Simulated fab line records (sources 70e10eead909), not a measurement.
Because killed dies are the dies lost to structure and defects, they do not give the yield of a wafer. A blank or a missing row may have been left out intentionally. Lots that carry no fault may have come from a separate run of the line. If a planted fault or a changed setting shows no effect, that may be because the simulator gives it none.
Chamber matching ; flow nand harc ; ald hk-02 running NHARC_A_WL_FILL_ALD_00: 4 sister chambers
The step deposits Al2O3, target thk 3 nm, pulse time 3 s, ald cycles 30. 20 wafers are shown with their chamber, then 10 later ones without.

== WAFERS, EACH WITH ITS CHAMBER ==
wafer;chamber;heater power w (W);precursor pulse height rel
L074.1;1;452;0.976
L074.2;3;511;0.992
L074.5;3;505;0.998
L076.1;1;463;0.997
L076.3;2;497;0.995
L076.6;0;551;0.995
L077.1;2;511;1.019
L077.2;1;468;0.982
L077.5;3;487;1.047
L084.1;1;447;1.018
L084.2;0;523;0.988
L084.3;2;505;0.991
L088.3;0;540;0.982
L088.5;1;450;0.983
L088.6;0;526;1.014
L090.1;3;525;1.004
L090.2;2;515;0.997
L090.3;0;539;1.029
L092.1;3;520;0.986
L092.3;2;519;0.983

SIGNATURES, as means of the wafers listed above
reading;chamber 0;chamber 1;chamber 2;chamber 3;scatter within a chamber
heater power w;535.80;456.00;509.40;509.60;11.2
precursor pulse height rel;1.00160;0.99120;0.99700;1.00540;0.0189
Rule: a wafer lies at a distance from a chamber equal to the root of the sum of squares, over the readings, of (its reading less the chamber's mean, divided by the reading's scatter). If the next closest chamber is less than 2 further off than the closest, the wafer can't be placed; otherwise it belongs to the closest. The scatter: the root of (the sum of the squares of (reading less its chamber's mean) over the shown wafers, divided by (wafers less chambers)).

== WAFERS WITH NO CHAMBER GIVEN ==
wafer;heater power w (W);precursor pulse height rel
L092.5;528;0.995
L094.1;516;0.982
L094.4;460;1.014
L094.5;510;0.999
L095.1;507;1.005
L095.4;442;0.992
L095.5;526;0.995
L097.1;534;1.030
L097.3;505;1.018
L097.4;452;1.014

== CHAMBER TAKEN BY EACH ==
wafer;from the rows above;in truth
L092.5;can't be placed: 0 or 2 or 3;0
L094.1;can't be placed: 2 or 3 or 0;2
L094.4;1;1
L094.5;can't be placed: 2 or 3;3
L095.1;can't be placed: 3 or 2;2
L095.4;1;1
L095.5;can't be placed: 0 or 2 or 3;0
L097.1;can't be placed: 0 or 3 or 2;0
L097.3;can't be placed: 3 or 2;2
L097.4;1;1
Correct placement for 3 of the 10. From these rows, 7 cannot be placed; in 7 the true chamber is one of the candidates. 0 placed wrongly.
